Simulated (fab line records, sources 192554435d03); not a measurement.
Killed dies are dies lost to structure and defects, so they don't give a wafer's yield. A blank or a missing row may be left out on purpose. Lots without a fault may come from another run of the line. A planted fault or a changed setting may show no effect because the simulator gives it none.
fab line records | flow n5_finfet
record lots=24 wafers=72 last_day=18
route steps=1938 shown BEOL_M5@1154 BEOL_M6@1211
lots that met no fault: from a run of the same line without faults
start_h: hours from the record's first day to the start of the lot's first wafer shown | wait_h: hours since the lot's step before | " the same as in the row above | L1.1+2: a row that stands for several wafers | - no value, or no start given | * or withheld: withheld | < > ~ a bound
route shown NAME@n: a module of which the file shows steps, and the number in the route of the first | usual: mean/standard deviation of fault-free wafers | same: alike in all rows | chamber/n: place in a boat | sites: the reading at each site | _std_site: their standard deviation | _edge_site: outer sites' mean less inner sites' | radius_mm: how far each site lies from the wafer's centre | mask NAME#n: copy n | behind: the tool/chamber that last shaped the wafer | hold: why the lot was held/for how many hours/how that ended | device: the transistor (n, p or np) that didn't switch | end of line: the same wafers' tests at the end of the route | a step without rows: its recipe alone | killed: dies lost to structure and defects at the first sort, not the wafer's yield | map: a wafer's dies, x killed, . not, _ none there
set.NAME: the setting as run; set.NAME@STEP: as run at that earlier step | model.NAME: the simulator's own value behind a step, which no gauge read
steps of the route over a sample of lots; a table a step, a row a wafer
services: from which hour (start_h, from the record's first day; less than 0 if before it) a tool's chamber was out of use, for how many hours, and why
## steps
# step N5_BEOL_M5_ETCH_68
# recipe chemistry=N2/H2 target=SOC target_depth_a=800 overetch_a=160 mask_material=SiARC temp_c=40 time_s=120 ion_energy_ev=200 pressure_mtorr=30 source_w=840 bias_w=150 n2_flow_sccm=200 h2_flow_sccm=200
# usual drypump_motor_current_A=5.38/0.27 oes_product_au=0.61/0.076 rf_vpp_V=524.5/1.8 showerhead_plenum_p_Torr=2.57/0.064 throttle_valve_pct=17.84/0.29
# columns lot.wafer tool chamber start_h wait_h drypump_motor_current_A oes_product_au rf_hours_counter_h rf_vpp_V showerhead_plenum_p_Torr throttle_valve_pct
L075.2 rie_diel-05 2 181.14 0.0 5.70 0.74 3 524.4 2.61 17.60
L075.4 " 0 " " 5.02 0.52 250 525.5 2.63 18.28
L075.5 " 0 " " 5.02 0.52 - 524.3 2.63 18.28
L074.2 rie_diel-03 2 187.21 0.0 5.26 0.53 231 521.5 2.51 18.08
L074.3 " 3 " " 5.17 0.53 243 527.0 2.63 18.24
L074.6 " 3 " " 5.15 0.53 - 523.4 2.63 18.23
L076.1 rie_diel-06 0 187.62 0.0 5.08 0.56 153 526.5 2.67 17.86
L076.4 " 0 " " 5.09 0.57 - 525.9 2.67 17.86
L076.5 " 3 " " 5.35 0.55 - 523.3 2.54 18.07
L077.3 rie_diel-06 0 197.76 0.0 5.12 0.55 156 528.3 2.67 17.88
L077.5 " 1 " " 5.46 0.74 - 525.7 2.61 17.50
L077.6 " 2 " " 5.90 0.57 - 523.6 2.55 18.46
L079.2 rie_diel-06 3 215.70 0.0 5.32 0.55 179 522.9 2.54 18.07
L079.3 " 2 " " 5.90 0.56 203 522.5 2.55 18.45
L079.6 " 0 " " 5.08 0.56 - 526.2 2.67 17.88
L078.1 rie_diel-03 0 221.22 0.0 5.91 0.54 204 524.1 2.51 17.53
L078.2 " 2 " " 5.26 0.52 242 523.1 2.50 18.10
L078.5 " 2 " " 5.27 0.52 - 524.8 2.50 18.11
L082.3 rie_diel-06 0 221.33 0.0 5.09 0.55 163 525.6 2.67 17.88
L082.5 " 0 " " 5.11 0.56 - 527.7 2.67 17.90
L082.6 " 1 " " 5.46 0.71 - 525.7 2.61 17.51
L080.2 rie_diel-03 1 221.61 0.0 5.30 0.61 71 527.7 2.67 17.58
L080.3 " 0 " " 5.93 0.54 204 521.4 2.51 17.53
L080.5 " 1 " " 5.28 0.61 - 526.3 2.67 17.59
L081.1 rie_diel-06 0 228.53 0.0 5.05 0.56 165 527.3 2.66 17.89
L081.3 " 0 " " 5.08 0.56 - 526.9 2.66 17.90
L081.6 " 1 " " 5.43 0.71 - 525.4 2.60 17.52
L083.1 rie_diel-03 1 228.99 0.0 5.28 0.61 73 527.3 2.67 17.59
L083.2 " 2 " " 5.25 0.52 245 522.9 2.50 18.12
L083.6 " 0 " " 5.92 0.54 - 524.5 2.51 17.53
L084.1 rie_diel-05 0 230.01 0.0 5.03 0.75 5 526.5 2.63 17.83
L084.4 " 3 " " 5.32 0.56 176 522.4 2.52 17.97
L084.5 " 3 " " 5.31 0.55 - 523.8 2.52 17.98
L085.1 rie_diel-05 3 239.34 0.0 5.34 0.55 177 523.3 2.52 17.97
L085.3 " 1 " " 5.48 0.67 42 523.1 2.48 17.40
L085.6 " 0 " " 5.05 0.74 - 526.6 2.63 17.84
L086.3 rie_diel-05 2 251.37 0.0 5.69 0.69 26 525.6 2.60 17.65
L086.4 " 1 " " 5.45 0.67 46 522.2 2.48 17.40
L086.5 " 0 " " 5.02 0.74 - 527.0 2.62 17.83
L087.2 rie_diel-05 3 257.20 0.0 5.31 0.54 184 522.5 2.52 17.98
L087.3 " 1 " " 5.48 0.67 48 523.3 2.48 17.40
L087.5 " 0 " " 5.04 0.73 - 526.4 2.62 17.84
L088.3 rie_diel-06 2 263.80 0.0 5.91 0.55 213 523.2 2.54 18.47
L088.5 " 2 " " 5.90 0.56 - 523.9 2.54 18.47
L088.6 " 3 " " 5.30 0.54 - 520.9 2.53 18.10
L089.1 rie_diel-05 1 267.00 0.0 5.43 0.67 51 522.3 2.48 17.39
L089.2 " 3 " " 5.32 0.54 188 523.5 2.52 18.01
L089.3 " 2 " " 5.69 0.68 32 524.8 2.59 17.65
L090.2 rie_diel-03 0 274.83 0.0 5.95 0.54 223 522.4 2.50 17.55
L090.3 " 3 " " 5.15 0.71 8 526.0 2.62 17.78
L090.4 " 2 " " 5.27 0.73 2 522.2 2.50 17.68
L091.1 rie_diel-05 0 277.42 0.0 5.05 0.72 18 526.8 2.62 17.87
L091.2 " 2 " " 5.72 0.68 35 526.3 2.59 17.65
L091.4 " 1 " " 5.47 0.66 54 522.4 2.48 17.40
L092.1 rie_diel-06 2 283.83 0.0 5.90 0.56 217 522.4 2.54 18.47
L092.2 " 1 " " 5.42 0.68 26 525.0 2.60 17.55
L092.3 " 0 " " 5.07 0.54 182 526.2 2.66 17.89
L095.2 rie_diel-05 3 299.84 0.0 5.28 0.54 197 523.1 2.51 18.02
L095.3 " 0 " " 5.05 0.71 26 525.3 2.62 17.87
L095.6 " 1 " " 5.46 0.66 - 521.9 2.47 17.42
L093.1 rie_diel-05 0 301.61 0.0 5.05 0.70 27 524.0 2.62 17.88
L093.3 " 1 " " 5.48 0.65 62 521.1 2.47 17.44
L093.5 " 1 " " 5.48 0.66 - 522.4 2.47 17.43
L094.1 rie_diel-05 3 309.61 0.0 5.31 0.53 202 522.7 2.51 18.02
L094.4 " 3 " " 5.33 0.54 - 523.3 2.51 18.01
L094.5 " 3 " " 5.31 0.54 - 524.7 2.51 18.02
L096.1 rie_diel-06 0 313.67 0.0 5.06 0.54 187 526.4 2.66 17.93
L096.3 " 1 " " 5.43 0.66 36 526.3 2.59 17.56
L096.4 " 2 " " 5.89 0.55 227 523.4 2.54 18.50
L097.3 rie_diel-03 3 315.07 0.0 5.15 0.68 23 525.9 2.61 17.81
L097.5 " 1 " " 5.29 0.59 - 528.0 2.66 17.65
L097.6 " 2 " " 5.24 0.69 - 521.9 2.49 17.72
# step N5_BEOL_M5_PRE_CLEAN_45
# recipe gas=H2/He time_s=30 temp_c=250
# usual heater_power_w=339/35
# columns lot.wafer tool chamber start_h wait_h heater_power_w
L075.2 pvd_sputter-03 - 182.60 0.0 346
L075.4 " - " " 341
L075.5 " - " " 347
L074.2 pvd_sputter-02 - 189.86 0.0 330
L074.3 " - " " 409
L074.6 " - " " 367
L076.1 pvd_sputter-02 - 189.94 0.0 322
L076.4 " - " " 409
L076.5 " - " " 317
L077.3 pvd_sputter-01 - 199.99 0.0 320
L077.5 " - " " 325
L077.6 " - " " 367
L079.2 pvd_sputter-03 - 216.82 0.0 340
L079.3 " - " " 347
L079.6 " - " " 356
L078.1 pvd_sputter-03 - 222.11 0.0 344
L078.2 " - " " 276
L078.5 " - " " 345
L082.3 pvd_sputter-02 - 222.56 0.0 318
L082.5 " - " " 409
L082.6 " - " " 330
L080.2 pvd_sputter-02 - 222.64 0.0 329
L080.3 " - " " 323
L080.5 " - " " 413
L081.1 pvd_sputter-02 - 229.77 0.0 314
L081.3 " - " " 426
L081.6 " - " " 321
L083.1 pvd_sputter-01 - 229.95 0.0 324
L083.2 " - " " 322
L083.6 " - " " 310
L084.1 pvd_sputter-03 - 232.27 0.0 272
L084.4 " - " " 344
L084.5 " - " " 356
L085.1 pvd_sputter-03 - 242.09 0.0 350
L085.3 " - " " 277
L085.6 " - " " 277
L086.3 pvd_sputter-01 - 252.55 0.0 322
L086.4 " - " " 321
L086.5 " - " " 319
L087.2 pvd_sputter-02 - 258.59 0.0 326
L087.3 " - " " 327
L087.5 " - " " 358
L088.3 pvd_sputter-01 - 265.17 0.0 356
L088.5 " - " " 324
L088.6 " - " " 323
L089.1 pvd_sputter-02 - 268.45 0.0 319
L089.2 " - " " 367
L089.3 " - " " 410
L090.2 pvd_sputter-03 - 275.72 0.0 355
L090.3 " - " " 334
L090.4 " - " " 349
L091.1 pvd_sputter-01 - 278.59 0.0 320
L091.2 " - " " 319
L091.4 " - " " 320
L092.1 pvd_sputter-02 - 284.76 0.0 334
L092.2 " - " " 349
L092.3 " - " " 405
L095.2 pvd_sputter-03 - 301.06 0.0 348
L095.3 " - " " 356
L095.6 " - " " 356
L093.1 pvd_sputter-02 - 302.59 0.0 362
L093.3 " - " " 322
L093.5 " - " " 417
L094.1 pvd_sputter-03 - 311.58 0.0 277
L094.4 " - " " 350
L094.5 " - " " 276
L096.1 pvd_sputter-03 - 315.63 0.0 357
L096.3 " - " " 346
L096.4 " - " " 273
L097.3 pvd_sputter-02 - 318.80 0.0 415
L097.5 " - " " 359
L097.6 " - " " 328
# step N5_BEOL_M5_ANNEAL_51
# recipe temp_c=225 time_s=90 ambient=N2
# usual wafer_temp_C_max=226.5/0.31
# columns lot.wafer tool chamber start_h wait_h wafer_temp_C_max
L075.2 rtp_anneal-02 0 187.85 0.1 226.5
L075.4 " 0 " " 226.5
L075.5 " 0 " " 226.5
L074.2 rtp_anneal-02 0 195.08 0.2 226.3
L074.3 " 0 " " 226.3
L074.6 " 0 " " 226.7
L076.1 rtp_anneal-01 0 195.09 0.1 226.4
L076.4 " 0 " " 227.2
L076.5 " 0 " " 226.7
L077.3 rtp_anneal-01 0 205.27 0.1 226.0
L077.5 " 0 " " 226.5
L077.6 " 0 " " 226.6
L079.2 rtp_anneal-01 0 222.26 0.1 226.4
L079.3 " 0 " " 226.9
L079.6 " 0 " " 226.4
L078.1 rtp_anneal-02 0 227.26 0.1 226.5
L078.2 " 0 " " 226.6
L078.5 " 0 " " 226.4
L082.3 rtp_anneal-01 0 228.96 0.1 226.0
L082.5 " 0 " " 226.2
L082.6 " 0 " " 226.8
L080.2 rtp_anneal-02 0 230.15 0.4 226.4
L080.3 " 0 " " 226.6
L080.5 " 0 " " 226.5
L081.1 rtp_anneal-02 0 234.91 0.1 226.4
L081.3 " 0 " " 226.5
L081.6 " 0 " " 226.5
L083.1 rtp_anneal-02 0 236.23 0.1 226.8
L083.2 " 0 " " 226.7
L083.6 " 0 " " 226.2
L084.1 rtp_anneal-01 0 238.39 1.1 226.4
L084.4 " 0 " " 226.5
L084.5 " 0 " " 227.4
L085.1 rtp_anneal-01 0 247.28 0.1 226.4
L085.3 " 0 " " 227.0
L085.6 " 0 " " 226.8
L086.3 rtp_anneal-01 0 258.17 0.6 226.5
L086.4 " 0 " " 226.9
L086.5 " 0 " " 226.8
L087.2 rtp_anneal-02 0 264.76 0.1 225.9
L087.3 " 0 " " 226.3
L087.5 " 0 " " 226.6
L088.3 rtp_anneal-01 0 270.89 0.2 226.9
L088.5 " 0 " " 226.6
L088.6 " 0 " " 226.4
L089.1 rtp_anneal-02 0 275.14 0.1 226.6
L089.2 " 0 " " 226.6
L089.3 " 0 " " 226.6
L090.2 rtp_anneal-02 0 281.41 0.1 226.4
L090.3 " 0 " " 225.9
L090.4 " 0 " " 226.2
L091.1 rtp_anneal-01 0 283.93 0.2 226.5
L091.2 " 0 " " 226.3
L091.4 " 0 " " 226.3
L092.1 rtp_anneal-01 0 289.93 0.1 226.7
L092.2 " 0 " " 226.5
L092.3 " 0 " " 226.9
L095.2 rtp_anneal-02 0 306.35 0.1 226.6
L095.3 " 0 " " 227.0
L095.6 " 0 " " 226.8
L093.1 rtp_anneal-01 0 309.34 0.1 226.7
L093.3 " 0 " " 226.9
L093.5 " 0 " " 226.0
L094.1 rtp_anneal-01 0 316.71 0.1 226.2
L094.4 " 0 " " 225.9
L094.5 " 0 " " 226.5
L096.1 rtp_anneal-02 0 320.91 0.1 226.1
L096.3 " 0 " " 227.3
L096.4 " 0 " " 226.5
L097.3 rtp_anneal-02 0 324.08 0.1 226.4
L097.5 " 0 " " 226.3
L097.6 " 0 " " 226.1
# step N5_BEOL_M5_INSPECT_58
# recipe inspect_instrument=darkfield mode=post_dep
# usual raw_defect_count=74/25
# columns lot.wafer tool chamber start_h wait_h raw_defect_count
L075.2 defect_inspect-01 - 188.72 0.0 126
L075.4 " - " " 94
L075.5 " - " " 58
L076.1 defect_inspect-02 - 195.97 0.0 90
L076.4 " - " " 65
L076.5 " - " " 110
L074.2 defect_inspect-02 - 196.15 0.0 55
L074.3 " - " " 57
L074.6 " - " " 76
L077.3 defect_inspect-02 - 206.18 0.0 40
L077.5 " - " " 58
L077.6 " - " " 55
L079.2 defect_inspect-02 - 223.29 0.0 84
L079.3 " - " " 73
L079.6 " - " " 61
L078.1 defect_inspect-02 - 228.14 0.0 156
L078.2 " - " " 53
L078.5 " - " " 113
L082.3 defect_inspect-01 - 229.75 0.0 59
L082.5 " - " " 78
L082.6 " - " " 119
L080.2 defect_inspect-01 - 231.00 0.0 34
L080.3 " - " " 41
L080.5 " - " " 48
L081.1 defect_inspect-01 - 235.82 0.0 41
L081.3 " - " " 33
L081.6 " - " " 62
L083.1 defect_inspect-02 - 237.20 0.0 96
L083.2 " - " " 91
L083.6 " - " " 89
L084.1 defect_inspect-02 - 239.27 0.0 41
L084.4 " - " " 54
L084.5 " - " " 37
L085.1 defect_inspect-01 - 248.18 0.0 102
L085.3 " - " " 53
L085.6 " - " " 49
L086.3 defect_inspect-01 - 260.57 0.0 82
L086.4 " - " " 90
L086.5 " - " " 46
L087.2 defect_inspect-02 - 265.71 0.0 69
L087.3 " - " " 87
L087.5 " - " " 51
L088.3 defect_inspect-02 - 271.73 0.0 111
L088.5 " - " " 94
L088.6 " - " " 105
L089.1 defect_inspect-01 - 276.08 0.0 86
L089.2 " - " " 93
L089.3 " - " " 103
L090.2 defect_inspect-01 - 282.24 0.0 99
L090.3 " - " " 73
L090.4 " - " " 122
L091.1 defect_inspect-01 - 284.84 0.0 101
L091.2 " - " " 74
L091.4 " - " " 53
L092.1 defect_inspect-02 - 290.87 0.0 124
L092.2 " - " " 71
L092.3 " - " " 71
L095.2 defect_inspect-01 - 307.18 0.0 70
L095.3 " - " " 60
L095.6 " - " " 76
L093.1 defect_inspect-02 - 310.22 0.0 98
L093.3 " - " " 50
L093.5 " - " " 62
L094.1 defect_inspect-01 - 317.59 0.0 47
L094.4 " - " " 41
L094.5 " - " " 33
L096.1 defect_inspect-01 - 321.80 0.0 59
L096.3 " - " " 86
L096.4 " - " " 68
L097.3 defect_inspect-02 - 324.87 0.0 46
L097.5 " - " " 76
L097.6 " - " " 75
# step N5_BEOL_M6_ETCH_61
# recipe chemistry=CF4 target=SiARC target_depth_a=455 mask_material=CAR-ArF time_s=75.8 ion_energy_ev=80 pressure_mtorr=40 source_w=545 bias_w=36 Ar_flow_sccm=100 cf4_flow_sccm=100 ends=cleared
# usual cf4_flow_sccm=100.04/0.29 drypump_motor_current_A=5.9/0.55 etch_rf_on_time_s=75.5/1.6 oes_product_au=0.65/0.06 rf_vpp_V=183.6/1 showerhead_plenum_p_Torr=2.10/0.055 throttle_valve_pct=15.75/0.27
# columns lot.wafer tool chamber start_h wait_h cf4_flow_sccm drypump_motor_current_A etch_rf_on_time_s oes_product_au rf_hours_counter_h rf_vpp_V showerhead_plenum_p_Torr throttle_valve_pct
L075.2 rie_diel-04 2 190.72 0.0 99.89 6.1 72.5 0.75 50 183.0 2.08 15.32
L075.4 " 0 " " 100.38 6.8 75.8 0.60 204 183.0 2.03 16.00
L075.5 " 0 " " 100.03 6.8 76.2 0.61 - 183.8 2.03 16.00
L076.1 rie_diel-01 0 198.57 0.0 99.86 5.3 77.6 0.73 54 184.8 2.17 15.57
L076.4 " 3 " " 100.15 6.2 78.2 0.68 68 183.0 2.17 15.15
L076.5 " 2 " " 99.96 5.1 77.0 0.67 - 185.0 2.07 15.57
L074.2 rie_diel-02 1 198.74 0.0 100.11 6.6 75.1 0.61 171 185.8 2.13 15.86
L074.3 " 0 " " 99.89 5.6 77.3 0.59 246 184.1 2.20 15.98
L074.6 " 3 " " 100.02 5.0 73.0 0.63 - 185.2 2.13 16.11
L077.3 rie_diel-02 0 208.42 0.0 99.80 5.6 76.9 0.60 249 183.5 2.19 15.98
L077.5 " 2 " " 99.85 5.8 73.0 0.65 - 185.3 2.21 15.63
L077.6 " 1 " " 99.82 6.6 74.5 0.61 - 184.1 2.13 15.87
L079.2 rie_diel-04 2 228.38 0.0 100.36 6.1 72.5 0.74 64 182.5 2.08 15.36
L079.3 " 3 " " 100.19 5.3 76.0 0.64 184 182.8 2.05 15.82
L079.6 " 0 " " 100.38 6.8 76.3 0.60 - 182.9 2.03 16.01
L078.1 rie_diel-04 0 229.87 0.0 100.01 6.8 76.7 0.60 217 183.4 2.03 16.03
L078.2 " 3 " " 100.15 5.3 75.3 0.64 184 182.0 2.05 15.85
L078.5 " 1 " " 100.24 6.0 76.8 0.59 - 183.1 2.11 16.08
L082.3 rie_diel-02 2 232.91 0.0 99.92 5.8 74.7 0.63 194 183.4 2.20 15.65
L082.5 " 2 " " 100.38 5.8 74.4 0.63 - 185.6 2.20 15.63
L082.6 " 3 " " 100.21 5.0 74.2 0.62 - 184.0 2.13 16.12
L080.2 rie_diel-04 3 236.51 0.0 99.80 5.3 76.9 0.63 187 183.0 2.05 15.85
L080.3 " 1 " " 100.41 6.0 77.1 0.59 237 183.3 2.11 16.06
L080.5 " 1 " " 99.86 6.1 76.6 0.60 - 184.1 2.11 16.05
L081.1 rie_diel-04 0 237.87 0.0 100.06 6.8 76.9 0.60 220 182.4 2.03 16.01
L081.3 " 1 " " 100.85 6.1 77.7 0.60 237 185.6 2.11 16.06
L081.6 " 3 " " 100.36 5.3 75.9 0.63 - 183.0 2.05 15.85
L083.1 rie_diel-04 0 239.94 0.0 100.01 6.8 77.1 0.60 220 182.2 2.03 16.02
L083.2 " 2 " " 100.12 6.1 73.1 0.73 69 184.9 2.08 15.35
L083.6 " 0 " " 100.56 6.8 76.5 0.60 - 181.7 2.03 16.00
L084.1 rie_diel-04 0 242.62 0.0 99.75 6.8 77.0 0.60 222 182.9 2.03 16.03
L084.4 " 3 " " 100.61 5.3 75.9 0.63 189 182.9 2.05 15.84
L084.5 " 2 " " 99.50 6.1 72.9 0.74 - 181.5 2.08 15.35
L085.1 rie_diel-04 0 249.78 0.0 99.77 6.8 77.1 0.60 225 182.9 2.03 16.02
L085.3 " 2 " " 99.85 6.2 74.1 0.72 72 183.4 2.08 15.38
L085.6 " 1 " " 100.09 6.0 77.0 0.60 - 184.0 2.11 16.08
L086.3 rie_diel-02 0 264.79 0.0 100.30 5.6 76.6 0.76 14 185.1 2.19 15.52
L086.4 " 2 " " 99.83 5.8 74.0 0.63 206 184.6 2.20 15.67
L086.5 " 1 " " 99.23 6.6 75.0 0.60 - 185.5 2.12 15.90
L087.2 rie_diel-01 0 267.93 0.0 99.88 5.3 76.5 0.71 76 184.0 2.16 15.60
L087.3 " 1 " " 99.95 5.4 76.5 0.67 99 184.5 2.17 15.54
L087.5 " 3 " " 99.96 6.2 77.2 0.66 - 185.1 2.16 15.20
L088.3 rie_diel-02 1 274.10 0.0 99.90 6.6 74.7 0.60 200 182.1 2.12 15.91
L088.5 " 2 " " 99.63 5.8 74.1 0.63 - 185.0 2.20 15.69
L088.6 " 3 " " 100.34 5.0 73.6 0.61 - 183.7 2.12 16.14
L089.1 rie_diel-01 0 278.76 0.0 100.09 5.3 76.8 0.70 79 184.4 2.16 15.61
L089.2 " 3 " " 100.02 6.2 77.4 0.65 92 184.5 2.16 15.20
L089.3 " 1 " " 100.52 5.5 75.7 0.67 102 184.2 2.17 15.56
L090.2 rie_diel-04 2 284.53 0.0 100.02 6.2 73.6 0.70 86 183.1 2.07 15.39
L090.3 " 3 " " 100.70 5.3 75.3 0.62 205 182.5 2.05 15.89
L090.4 " 0 " " 100.06 6.8 76.6 0.59 - 181.6 2.02 16.05
L091.1 rie_diel-01 1 288.65 0.0 99.88 5.5 75.5 0.67 105 184.5 2.16 15.56
L091.2 " 3 " " 100.58 6.2 76.8 0.66 95 184.5 2.16 15.20
L091.4 " 0 " " 100.09 5.3 76.1 0.69 82 185.3 2.16 15.63
L092.1 rie_diel-04 0 293.45 0.0 100.26 6.8 76.7 0.58 241 183.3 2.02 16.06
L092.2 " 2 " " 100.01 6.1 73.7 0.70 89 183.6 2.07 15.41
L092.3 " 1 " " 100.18 6.0 76.2 0.84 2 185.0 2.11 15.60
L095.2 rie_diel-04 2 310.03 0.0 100.17 6.2 73.1 0.70 96 183.5 2.07 15.41
L095.3 " 1 " " 100.44 6.0 76.5 0.82 8 183.0 2.11 15.61
L095.6 " 3 " " 100.62 5.3 76.2 0.61 - 183.1 2.04 15.91
L093.1 rie_diel-02 3 312.76 0.0 100.05 5.0 73.2 0.60 227 183.9 2.12 16.17
L093.3 " 0 " " 100.46 5.6 76.8 0.73 27 184.0 2.19 15.53
L093.5 " 0 " " 100.29 5.6 77.8 0.74 - 183.2 2.18 15.54
L094.1 rie_diel-04 3 321.81 0.0 99.84 5.3 76.4 0.61 221 181.4 2.04 15.92
L094.4 " 2 " " 99.86 6.1 72.8 0.69 - 182.7 2.07 15.41
L094.5 " 3 " " 100.18 5.3 75.4 0.61 - 182.4 2.04 15.92
L096.1 rie_diel-04 1 325.25 0.0 99.86 6.0 76.6 0.79 15 183.7 2.10 15.63
L096.3 " 2 " " 99.80 6.1 72.1 0.69 104 183.3 2.07 15.44
L096.4 " 2 " " 99.87 6.1 72.7 0.69 - 183.9 2.07 15.43
L097.3 rie_diel-04 3 327.16 0.0 100.16 5.3 76.2 0.61 224 182.1 2.04 15.93
L097.5 " 1 " " 99.97 6.0 76.3 0.79 - 184.0 2.10 15.63
L097.6 " 2 " " 100.08 6.1 72.9 0.70 - 182.7 2.07 15.42
# step N5_BEOL_M6_DESCUM_33
# recipe chemistry=O2 time_s=7 source_power_w=50 bias_power_w=20 pressure_mtorr=20 rf_frequency_hz=2.712e+07 temp_c=40 resist=CAR-EUV o2_flow_sccm=225
# usual drypump_motor_current_A=5.7/0.54 oes_product_au=0.77/0.073 rf_vpp_V=242.7/1.2 showerhead_plenum_p_Torr=2.08/0.059 throttle_valve_pct=20.53/0.24
# columns lot.wafer tool chamber start_h wait_h drypump_motor_current_A oes_product_au rf_hours_counter_h rf_vpp_V showerhead_plenum_p_Torr throttle_valve_pct
L075.2 rie_diel-02 3 193.90 0.0 5.0 0.73 186 242.1 2.06 20.72
L075.4 " 0 " " 5.6 0.71 245 244.7 2.16 20.84
L075.5 " 0 " " 5.6 0.71 - 243.5 2.16 20.83
L076.1 rie_diel-02 1 199.96 0.0 6.6 0.73 171 242.9 2.08 20.65
L076.4 " 2 " " 5.8 0.76 182 244.6 2.17 20.45
L076.5 " 2 " " 5.8 0.75 - 244.5 2.17 20.45
L074.2 rie_diel-01 1 200.16 0.0 5.4 0.81 78 243.0 2.14 20.43
L074.3 " 0 " " 5.3 0.86 55 241.7 2.12 20.39
L074.6 " 1 " " 5.4 0.81 - 243.7 2.14 20.43
L077.3 rie_diel-04 2 209.38 0.0 6.2 0.87 58 242.1 2.03 20.09
L077.5 " 2 " " 6.2 0.87 - 241.0 2.03 20.10
L077.6 " 1 " " 6.0 0.70 - 241.5 2.08 20.97
L079.2 rie_diel-02 0 229.59 0.1 5.6 0.97 1 244.1 2.16 20.46
L079.3 " 1 " " 6.6 0.72 183 243.6 2.08 20.68
L079.6 " 3 " " 5.0 0.72 - 242.1 2.05 20.76
L078.1 rie_diel-02 2 234.94 0.0 5.8 0.75 196 243.2 2.16 20.48
L078.2 " 1 " " 6.6 0.71 186 242.6 2.07 20.69
L078.5 " 2 " " 5.8 0.74 - 244.1 2.16 20.45
L082.3 rie_diel-04 0 235.46 0.5 6.8 0.70 219 242.1 1.99 20.84
L082.5 " 2 " " 6.1 0.84 - 242.4 2.02 20.11
L082.6 " 1 " " 6.0 0.69 - 242.7 2.08 20.97
L080.2 rie_diel-02 1 238.58 0.0 6.6 0.71 187 243.5 2.07 20.68
L080.3 " 0 " " 5.6 0.94 5 243.7 2.16 20.48
L080.5 " 2 " " 5.8 0.74 - 242.7 2.16 20.46
L081.1 rie_diel-02 3 238.97 0.2 5.0 0.71 202 241.7 2.05 20.76
L081.3 " 0 " " 5.6 0.94 5 243.1 2.16 20.47
L081.6 " 1 " " 6.6 0.71 - 243.3 2.07 20.69
L083.1 rie_diel-02 3 242.54 0.0 5.0 0.72 204 243.3 2.05 20.75
L083.2 " 1 " " 6.6 0.71 188 242.3 2.07 20.70
L083.6 " 3 " " 5.0 0.72 - 243.2 2.05 20.76
L084.1 rie_diel-04 1 245.36 0.1 6.0 0.70 240 240.6 2.08 20.97
L084.4 " 0 " " 6.8 0.71 223 240.5 1.98 20.87
L084.5 " 0 " " 6.8 0.70 - 240.8 1.98 20.86
L085.1 rie_diel-02 2 250.65 0.0 5.8 0.73 202 244.0 2.16 20.48
L085.3 " 0 " " 5.6 0.93 10 244.4 2.16 20.48
L085.6 " 0 " " 5.6 0.92 - 242.8 2.16 20.45
L086.3 rie_diel-01 3 266.99 0.2 6.3 0.80 89 244.6 2.10 19.97
L086.4 " 1 " " 5.5 0.80 98 244.0 2.14 20.45
L086.5 " 1 " " 5.5 0.79 - 243.7 2.14 20.46
L087.2 rie_diel-01 0 270.88 0.0 5.3 0.81 76 242.8 2.12 20.43
L087.3 " 2 " " 5.1 0.76 122 241.7 2.03 20.50
L087.5 " 1 " " 5.5 0.79 - 243.2 2.14 20.46
L088.3 rie_diel-04 2 277.15 0.0 6.1 0.83 82 241.9 2.02 20.13
L088.5 " 0 " " 6.8 0.69 - 242.5 1.98 20.86
L088.6 " 2 " " 6.2 0.83 - 242.2 2.02 20.13
L089.1 rie_diel-01 3 281.77 0.4 6.2 0.78 93 242.2 2.10 19.98
L089.2 " 0 " " 5.3 0.83 80 242.3 2.12 20.45
L089.3 " 2 " " 5.2 0.77 125 242.4 2.02 20.52
L090.2 rie_diel-02 1 287.50 0.0 6.6 0.70 206 242.6 2.07 20.71
L090.3 " 0 " " 5.6 0.89 18 243.5 2.16 20.50
L090.4 " 2 " " 5.8 0.72 217 244.6 2.16 20.50
L091.1 rie_diel-01 1 289.55 0.0 5.5 0.77 105 244.9 2.14 20.47
L091.2 " 2 " " 5.1 0.75 127 241.4 2.02 20.50
L091.4 " 3 " " 6.3 0.78 96 242.8 2.10 20.01
L092.1 rie_diel-04 2 296.00 0.0 6.1 0.81 90 242.5 2.02 20.15
L092.2 " 0 " " 6.8 0.68 242 240.9 1.98 20.88
L092.3 " 3 " " 5.3 0.73 209 241.8 2.00 20.69
L095.2 rie_diel-01 1 312.73 0.0 5.4 0.78 112 243.3 2.13 20.47
L095.3 " 2 " " 5.1 0.75 136 241.3 2.02 20.51
L095.6 " 1 " " 5.4 0.77 - 243.9 2.13 20.48
L093.1 rie_diel-04 1 314.82 0.2 6.0 0.94 10 242.4 2.07 20.65
L093.3 " 2 " " 6.1 0.81 99 241.5 2.01 20.16
L093.5 " 2 " " 6.2 0.81 - 241.8 2.01 20.17
L094.1 rie_diel-01 2 324.16 0.0 5.1 0.74 140 241.7 2.02 20.53
L094.4 " 3 " " 6.2 0.77 107 243.0 2.10 19.99
L094.5 " 2 " " 5.1 0.74 - 241.9 2.02 20.53
L096.1 rie_diel-04 1 326.48 0.0 6.0 0.93 16 243.2 2.07 20.65
L096.3 " 2 " " 6.1 0.81 105 241.4 2.01 20.19
L096.4 " 1 " " 6.0 0.93 - 241.3 2.07 20.65
L097.3 rie_diel-01 2 330.91 0.3 5.1 0.74 143 241.8 2.02 20.52
L097.5 " 0 " " 5.3 0.80 - 242.8 2.11 20.47
L097.6 " 3 " " 6.2 0.77 - 244.4 2.10 19.99
## services
# columns tool chamber start_h hours kind
pvd_sputter-03 - 160.23 10.0 repair
rie_diel-06 0 169.70 4.3 repair
rie_diel-05 - 184.13 1.2 repair
rie_diel-03 3 207.89 9.7 repair
rie_diel-03 - 223.67 1.2 repair
rie_diel-06 3 226.39 4.2 repair
rie_diel-01 - 226.88 11.4 repair
rie_diel-06 2 227.03 16.7 repair
pvd_sputter-02 - 239.55 2.6 repair
rie_diel-03 - 252.99 2.8 pm
rie_diel-03 3 257.10 10.3 repair
rtp_anneal-01 - 262.45 4.9 pm
rie_diel-02 0 269.78 9.7 repair
rie_diel-01 - 271.78 1.1 repair
rie_diel-04 1 272.31 - clean
rie_diel-04 1 272.31 - consumable_replace:focus_ring
rie_diel-04 1 272.31 14.9 scheduled_down
rie_diel-03 0 275.51 4.4 repair
rie_diel-03 - 281.98 0.1 repair
rie_diel-06 0 287.29 12.3 repair
rie_diel-05 2 295.07 17.0 repair
pvd_sputter-01 - 306.96 5.3 repair
rie_diel-05 2 316.07 4.0 repair
rie_diel-03 3 317.28 3.7 repair
## key
fault none
